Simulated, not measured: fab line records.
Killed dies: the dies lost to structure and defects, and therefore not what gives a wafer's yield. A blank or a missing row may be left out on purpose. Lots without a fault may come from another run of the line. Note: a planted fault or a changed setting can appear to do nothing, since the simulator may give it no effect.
Lot-split experiment :: flow n5Finfet :: on a route of 1938 steps: 7 lots, 21 wafers read

## THE SPLIT ITSELF
At N5_BEOL_M9_EXPOSE_25 (exposes mask V8), the setting doseMj was moved away from the recipe's 37.25 on 4 of the 21 wafers read, by -7.0% to +4.9%. The other wafers ran this setting at the recipe's value.

## FROM THE SPLIT TO THE READING: what the file shows between them, 2 steps
- N5_BEOL_M9_PEB_26: peb time 60 s
- N5_BEOL_M9_DEVELOP_27: develop time 30 s

## THE READING
cdNm, in nm, at N5_BEOL_M9_CD_MEAS_28 (target cd 70 nm). A value of 70.12 nm with a standard deviation of 0.27 nm is what fault-free wafers of this fab line usually give.

wafer: L075.3
tool, chamber at the split: euvScanner-01, 0
doseMj as run: 37.25
against the recipe: recipe
cdNm, nm: 69.82
against lot-mates on the recipe: -

wafer: L075.5
tool, chamber at the split: euvScanner-01, 0
doseMj as run: 37.25
against the recipe: recipe
cdNm, nm: 70.25
against lot-mates on the recipe: -

wafer: L075.6
tool, chamber at the split: euvScanner-01, 0
doseMj as run: 37.25
against the recipe: recipe
cdNm, nm: 70.20
against lot-mates on the recipe: -

wafer: L085.1
tool, chamber at the split: euvScanner-02, 0
doseMj as run: 37.25
against the recipe: recipe
cdNm, nm: 69.65
against lot-mates on the recipe: -

wafer: L085.5
tool, chamber at the split: euvScanner-02, 0
doseMj as run: 37.25
against the recipe: recipe
cdNm, nm: 69.80
against lot-mates on the recipe: -

wafer: L085.6
tool, chamber at the split: euvScanner-02, 0
doseMj as run: 37.25
against the recipe: recipe
cdNm, nm: 70.60
against lot-mates on the recipe: -

wafer: L088.2
tool, chamber at the split: euvScanner-02, 0
doseMj as run: 37.25
against the recipe: recipe
cdNm, nm: 70.25
against lot-mates on the recipe: -

wafer: L088.4
tool, chamber at the split: euvScanner-02, 0
doseMj as run: 37.25
against the recipe: recipe
cdNm, nm: 69.84
against lot-mates on the recipe: -

wafer: L088.6
tool, chamber at the split: euvScanner-02, 0
doseMj as run: 37.25
against the recipe: recipe
cdNm, nm: 70.09
against lot-mates on the recipe: -

wafer: L089.1
tool, chamber at the split: euvScanner-02, 0
doseMj as run: 39.07
against the recipe: +4.9%
cdNm, nm: 71.47
against lot-mates on the recipe: +1.22

wafer: L089.4
tool, chamber at the split: euvScanner-02, 0
doseMj as run: 39.07
against the recipe: +4.9%
cdNm, nm: 71.00
against lot-mates on the recipe: +0.75

wafer: L089.6
tool, chamber at the split: euvScanner-02, 0
doseMj as run: 37.25
against the recipe: recipe
cdNm, nm: 70.25
against lot-mates on the recipe: -

wafer: L096.2
tool, chamber at the split: euvScanner-02, 0
doseMj as run: 34.64
against the recipe: -7.0%
cdNm, nm: 68.18
against lot-mates on the recipe: -2.09

wafer: L096.3
tool, chamber at the split: euvScanner-02, 0
doseMj as run: 37.25
against the recipe: recipe
cdNm, nm: 70.09
against lot-mates on the recipe: -

wafer: L096.6
tool, chamber at the split: euvScanner-02, 0
doseMj as run: 37.25
against the recipe: recipe
cdNm, nm: 70.45
against lot-mates on the recipe: -

wafer: L093.1
tool, chamber at the split: euvScanner-02, 0
doseMj as run: 37.25
against the recipe: recipe
cdNm, nm: 70.15
against lot-mates on the recipe: -

wafer: L093.3
tool, chamber at the split: euvScanner-02, 0
doseMj as run: 37.25
against the recipe: recipe
cdNm, nm: 70.06
against lot-mates on the recipe: -

wafer: L093.6
tool, chamber at the split: euvScanner-02, 0
doseMj as run: 35.51
against the recipe: -4.7%
cdNm, nm: 68.63
against lot-mates on the recipe: -1.48

wafer: L095.2
tool, chamber at the split: euvScanner-02, 0
doseMj as run: 37.25
against the recipe: recipe
cdNm, nm: 69.93
against lot-mates on the recipe: -

wafer: L095.5
tool, chamber at the split: euvScanner-02, 0
doseMj as run: 37.25
against the recipe: recipe
cdNm, nm: 69.97
against lot-mates on the recipe: -

wafer: L095.6
tool, chamber at the split: euvScanner-02, 0
doseMj as run: 37.25
against the recipe: recipe
cdNm, nm: 70.21
against lot-mates on the recipe: -

FIT RESULTS
A straight line over all 21 wafers: cdNm changes by +0.264 nm for each +1% of doseMj; r = +0.94; the points scatter about the line by 0.25 nm.
The same after taking each lot's own level away (the mean of its wafers on the recipe; 21 wafers): +0.262 nm for each +1%; r = +0.93; scatter 0.25 nm.
On that fit, the largest move of doseMj shifts the reading by 1.8 nm.
Measured against the standard deviation above, the lots' own levels, which go from 70.017 to 70.270 nm, span 0.9 times it.
Hence the lot-to-lot level has little effect on the slope; both slopes agree.
Check: -1.72 nm against its lot-mates is what the line predicts for one of the wafers moved furthest among these (-7.0%) when that wafer is left out of the fit. Against them it came out at -2.09 nm.

## FILE'S OWN FIT
cdNm changes by +0.278 nm for each +1% of doseMj, r = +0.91.
